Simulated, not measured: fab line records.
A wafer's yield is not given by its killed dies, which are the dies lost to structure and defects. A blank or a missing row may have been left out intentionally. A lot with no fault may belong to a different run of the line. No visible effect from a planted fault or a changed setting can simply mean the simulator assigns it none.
Split-lot study    flow n5-finfet    21 wafers read across 7 lots, on a route 1938 steps long

## THE SPLIT
At N5_WELL_APT_PEB_23 (peb time 90 s), the setting peb-temp-c was moved away from the recipe's 130 C on 9 of the 21 wafers read, by -1.7% to +2.1%. For the rest of the wafers, this setting stayed at what the recipe calls for.

## FROM THE SPLIT TO THE READING: what the file shows between them, 2 steps
- N5_WELL_APT_DEVELOP_24: develop time 45 s (also split here: develop-time-s)
- N5_WELL_APT_HARDBAKE_29: time 120 s

## THE READING
cd-nm (nm) at N5_WELL_APT_CD_MEAS_25, where the cd target is 200 nm. On this fab line, fault-free wafers typically give 199.1 nm with a standard deviation of 1.7 nm.

wafer   tool, chamber at the split  peb-temp-c as run, C  against the recipe  cd-nm, nm  against lot-mates on the recipe
L077.2  litho-track-03, 0           131.8                 +1.4%               205.8      +3.5
L077.3  litho-track-03, 0           131.8                 +1.4%               208.5      +6.2
L077.4  litho-track-03, 0           130                   recipe              202.3      -
L080.2  litho-track-01, 0           131.6                 +1.2%               204.5      +7.7
L080.4  litho-track-01, 0           130                   recipe              196.8      -
L080.5  litho-track-01, 0           131.6                 +1.2%               204.0      +7.2
L084.1  litho-track-03, 0           127.8                 -1.7%               186.3      -11.4
L084.2  litho-track-03, 0           130                   recipe              198.4      -
L084.4  litho-track-03, 0           130                   recipe              197.0      -
L085.2  litho-track-01, 0           130                   recipe              197.4      -
L085.4  litho-track-01, 0           130                   recipe              197.0      -
L085.5  litho-track-01, 0           130                   recipe              198.4      -
L087.2  litho-track-02, 0           132.7                 +2.1%               214.9      +17.2
L087.3  litho-track-02, 0           132.7                 +2.1%               211.1      +13.4
L087.5  litho-track-02, 0           130                   recipe              197.7      -
L090.2  litho-track-03, 0           130                   recipe              197.0      -
L090.3  litho-track-03, 0           130                   recipe              200.5      -
L090.5  litho-track-03, 0           130                   recipe              197.4      -
L091.1  litho-track-01, 0           128.6                 -1.1%               193.2      -6.4
L091.4  litho-track-01, 0           130                   recipe              199.6      -
L091.6  litho-track-01, 0           128.6                 -1.1%               193.1      -6.5

FIT RESULTS
A straight line over all 21 wafers: cd-nm changes by +6.35 nm for each +1% of peb-temp-c; r = +0.96; the points scatter about the line by 1.8 nm.
The same after taking each lot's own level away (the mean of its wafers on the recipe; 21 wafers): +6.26 nm for each +1%; r = +0.96; scatter 1.8 nm.
According to that fit, moving peb-temp-c by its largest amount changes the reading by 13 nm.
Measured against the standard deviation above, the lots' own levels, which go from 196.80 to 202.30 nm, span 3.2 times it.
So the lot-to-lot level changes the slope little: the two slopes agree.
Check: +11.6 nm against its lot-mates is what the line predicts for one of the wafers moved furthest among these (+2.1%) when that wafer is left out of the fit. It came out at +17.2 nm against them.

## OTHER SPLITS APPLIED TO THESE WAFERS
Note: prior to the reading, these wafers also went through further splits. Each is held against what the fit with the lots' levels taken away leaves over:
other split on the same wafers         wafers away from the commonest value  r with cd-nm (lot level and that fit taken away)
N5_WELL_APT_DEVELOP_24 develop-time-s  7                                     +0.23

## THE WHOLE CHAIN: every reading that the file lists as answering this split, in the file's order
step                    what it does              reading                                                          change (the file's fit)               r (the file's)
N5_WELL_APT_CD_MEAS_25  target cd 200 nm          cd-nm                                                            +6.28 nm for each +1% of the setting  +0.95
N5_WELL_APT_DESCUM_30   chemistry O2, time 7.9 s  WELL_APT.cd-nm (the simulator's own value, which no gauge read)  +6.43 nm for each +1% of the setting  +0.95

## THE FILE'S OWN FIT
cd-nm changes by +6.28 nm for each +1% of peb-temp-c, r = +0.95.
